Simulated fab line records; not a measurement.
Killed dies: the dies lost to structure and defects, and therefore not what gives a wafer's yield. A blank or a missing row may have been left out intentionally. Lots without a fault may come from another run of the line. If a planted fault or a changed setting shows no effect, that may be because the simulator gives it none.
A struck lot beside a sound one || flow n5 finfet || 15 steps out of a route of 1938
Sound: the wafers L371.2, L371.3, L371.5. Struck: wafer L365.4; the same lot's L365.5 was not struck, so it is left out; see the end for the cause.
Order at every step that has rows: each side's tool, ch and its chambers, its first start. Under that, the readings that differ: sound wafers || struck wafers || difference of the means || sigmas: that difference in standard deviations of wafers without a fault.
alike: words and numbers the same on both sides, and readings whose means are apart by under 2 such deviations; not compared: readings that were withheld, readings missing a value for some wafer, numbers with overlapping values and no deviation given by the record, and bounds like >300 which may hide the same value.
Wherever a step has rows on one side only, a row that says differs or no value, or a row with sigmas, the two part there. Numbers that have no deviation but don't overlap get no sigmas and don't part them. Lack of a reading on every wafer of one side parts them only where that side has two or more wafers.

N5_BEOL_M6_OVL_MEAS_29:
  sound on overlay-01 ch 0, day 14 09:59; struck on overlay-02 ch 0, day 12 00:54
  alike: V5_OVL
N5_BEOL_M6_INSPECT_30: inspects for defects (brightfield).
  sound: defect inspect-01 at day 14 10:03; struck: defect inspect-02 at day 12 00:56
  alike: raw defect count
N5_BEOL_M6_DESCUM_33: chemistry O2, time 7 s.
  sound on rie diel-03 ch 0,1,2, day 14 10:05; struck on rie diel-05 ch 3, day 12 00:58
  alike: drypump motor current A, oes product au, rf vpp V, showerhead plenum p Torr, temp c, throttle valve pct
  not compared: rf hours counter h
N5_BEOL_M6_ETCH_72: etches underlayer in N2/H2, target depth 6.5 nm, time 5.2 s.
  sound on rie diel-03 ch 0,1,2, day 14 10:07; struck on rie diel-05 ch 3, day 12 01:01
{"reading": "etch rf on time s (s)", "sound": "5.01 5.29 5.08", "struck": 5.48, "difference": "+0.35", "sigmas": "+3"}
  alike: drypump motor current A, oes product au, rf vpp V, showerhead plenum p Torr, throttle valve pct
  not compared: rf hours counter h
then, 6 steps without rows for these wafers: N5_BEOL_M6_ETCH_65 (etches SiARC in CF4, target depth 15.6 nm, time 26 s); N5_BEOL_M6_ETCH_66 (etches SOC in N2/H2, target depth 80 nm, overetch 16 nm, time 120 s); N5_BEOL_M6_STRIP_69 (strips in N2/H2); N5_BEOL_M6_STRIP_73 (strips in N2/H2); N5_BEOL_M6_VIA_ETCH_34 (etches SiCOH lowk in C4F6/O2, target depth 126.3 nm, time 50.9 s); N5_BEOL_M6_STRIP_76 (strips in C4F6/O2).
N5_BEOL_M6_STRIP_36: strips in N2/H2.
  sound on rie diel-03 ch 0,1,2, day 14 10:19; struck on rie diel-05 ch 3, day 12 01:13
  alike: drypump motor current A, oes product au, rf vpp V, showerhead plenum p Torr, temp c, throttle valve pct
  not compared: rf hours counter h
N5_BEOL_M6_TRENCH_ETCH_37: etches SiCOH lowk in C4F6/O2, target depth 94.435 nm, time 31.5 s.
  sound: rie diel-03 ch 0,1,2; struck: rie diel-05 ch 3
  alike: drypump motor current A, oes_ar_750_au, oes_o_777_au, oes product au, rf vpp V, showerhead plenum p Torr, throttle valve pct
  not compared: rf hours counter h
N5_BEOL_M6_ETCH_41: etches SiCN in CH3F/O2, target depth 29.7 nm, time 52 s.
  sound on rie diel-03 ch 0,1,2, day 14 10:23; struck on rie diel-05 ch 3, day 12 01:17
{"reading": "oes product au (a.u.)", "sound": "0.80 0.68 0.92", "struck": 0.56, "difference": -0.24, "sigmas": -2}
{"reading": "model.etch.depth nm (nm)", "sound": "19.98 19.36 19.88", "struck": 14.08, "difference": -5.66, "sigmas": ""}
  alike: drypump motor current A, rf vpp V, showerhead plenum p Torr, throttle valve pct
  not compared: rf hours counter h
N5_BEOL_M6_STRIP_80: strips in N2/H2, time 10 s.
  sound: rie diel-03 ch 0,1,2; struck: rie diel-05 ch 3
  alike: drypump motor current A, oes product au, rf vpp V, showerhead plenum p Torr, temp c, throttle valve pct
  not compared: rf hours counter h
-- here the record skips 3 days between the struck wafers' starts before and after, leaving off in module BEOL_M6 and picking up in module PASSIVATION (first step shown: number 1936 of the route) --
N5_PASSIVATION_PROBE_49:
  sound: prober-01 at day 17 19:19; struck: prober-01 at day 15 12:33
  alike: defect limited yield, killed_at_M0_to_M3, killed_at_M4_up, killed at contacts, killed at front end, killed at other, killed dies, killed on rim, killed open, killed short, sort_bin_5_function, sort_bin_6_memory, sort_bin_8_speed, sort n pass, sort yield pct

## WHERE THEY PART
At N5_BEOL_M6_ETCH_72 first; at N5_BEOL_M6_ETCH_41 last (within this record only). Later steps at which nothing parts them and some readings are alike: N5_BEOL_M6_STRIP_80, N5_PASSIVATION_PROBE_49.

WHY: whatever the simulator had introduced
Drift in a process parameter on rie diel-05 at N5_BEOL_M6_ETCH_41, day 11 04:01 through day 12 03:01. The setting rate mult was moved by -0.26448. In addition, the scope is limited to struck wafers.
